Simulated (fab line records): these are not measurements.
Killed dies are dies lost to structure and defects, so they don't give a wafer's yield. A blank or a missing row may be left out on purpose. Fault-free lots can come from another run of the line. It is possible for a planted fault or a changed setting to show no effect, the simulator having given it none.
Chamber matching + flow nand harc + NHARC_A_CHANNEL_FILL_D2_STRIP_28 on rie diel-06 has 4 sister chambers
The step strips in O2, time 20 s. 20 wafers are shown with their chamber, then 10 later ones without.

WAFERS PAIRED WITH THEIR CHAMBERS
| wafer  | chamber | drypump motor current A (A) | oes product au (a.u.) | rf vpp V (V) |
|--------|---------|-----------------------------|-----------------------|--------------|
| L074.2 | 1       | 5.4                         | 1.000                 | 57.5         |
| L074.3 | 3       | 6.1                         | 0.992                 | 57.1         |
| L074.6 | 2       | 5.3                         | 0.983                 | 57.8         |
| L075.1 | 3       | 6.1                         | 0.996                 | 58.3         |
| L075.4 | 0       | 5.1                         | 0.994                 | 58.1         |
| L075.5 | 1       | 5.4                         | 0.994                 | 58.0         |
| L076.1 | 3       | 6.1                         | 0.993                 | 58.3         |
| L076.3 | 0       | 5.1                         | 0.998                 | 57.0         |
| L076.4 | 1       | 5.5                         | 0.998                 | 58.2         |
| L079.1 | 3       | 6.0                         | 0.985                 | 56.3         |
| L079.2 | 1       | 5.5                         | 0.997                 | 58.2         |
| L079.4 | 0       | 5.2                         | 0.994                 | 58.5         |
| L080.4 | 0       | 5.1                         | 0.994                 | 58.5         |
| L080.5 | 3       | 6.1                         | 0.988                 | 57.9         |
| L080.6 | 0       | 5.2                         | 1.006                 | 59.6         |
| L081.2 | 3       | 6.1                         | 0.998                 | 57.9         |
| L081.5 | 0       | 5.1                         | 0.997                 | 57.9         |
| L081.6 | 1       | 5.5                         | 1.007                 | 57.4         |
| L083.2 | 2       | 5.3                         | 1.000                 | 58.1         |
| L083.3 | 3       | 6.1                         | 0.985                 | 58.3         |

SIGNATURES (means of the wafers above)
| reading                 | chamber 0 | chamber 1 | chamber 2 | chamber 3 | scatter within a chamber |
|-------------------------|-----------|-----------|-----------|-----------|--------------------------|
| drypump motor current A | 5.133     | 5.460     | 5.300     | 6.086     | 0.046                    |
| oes product au          | 0.99717   | 0.99920   | 0.99150   | 0.99100   | 0.00564                  |
| rf vpp V                | 58.267    | 57.860    | 57.950    | 57.729    | 0.697                    |
Rule: for each reading, subtract the chamber's mean from the wafer's reading, divide by that reading's scatter and square the result; add these up over the readings and take the root, which gives the wafer's distance from the chamber. If the next closest chamber is less than 2 further off than the closest, the wafer can't be placed; otherwise it belongs to the closest. How the scatter is found: for the shown wafers, subtract from each reading the mean of its chamber, square and add these, divide the total by (wafers less chambers), then take the root.

WAFERS WHOSE CHAMBER IS MISSING
| wafer  | drypump motor current A (A) | oes product au (a.u.) | rf vpp V (V) |
|--------|-----------------------------|-----------------------|--------------|
| L083.4 | 5.1                         | 0.990                 | 57.7         |
| L085.2 | 5.3                         | 0.986                 | 58.2         |
| L085.3 | 5.1                         | 1.002                 | 58.1         |
| L085.6 | 5.5                         | 0.989                 | 59.4         |
| L088.1 | 5.3                         | 0.993                 | 56.1         |
| L088.4 | 6.1                         | 0.998                 | 57.0         |
| L088.5 | 5.1                         | 0.991                 | 57.6         |
| L093.3 | 5.5                         | 0.997                 | 56.5         |
| L093.5 | 5.3                         | 1.010                 | 58.1         |
| L093.6 | 5.5                         | 0.998                 | 58.4         |

THE CHAMBER EACH PASSED THROUGH
| wafer  | from the rows above          | in truth |
|--------|------------------------------|----------|
| L083.4 | 0                            | 0        |
| L085.2 | 2                            | 2        |
| L085.3 | 0                            | 0        |
| L085.6 | can't be placed: 1 or 2      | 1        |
| L088.1 | can't be placed: 2 or 1      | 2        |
| L088.4 | 3                            | 3        |
| L088.5 | 0                            | 0        |
| L093.3 | 1                            | 1        |
| L093.5 | can't be placed: 2 or 1 or 0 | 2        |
| L093.6 | 1                            | 1        |
Correctly placed: 7 of 10. These rows do not allow placing 3 (true chamber among the candidates in 3). Wrongly placed: 0.
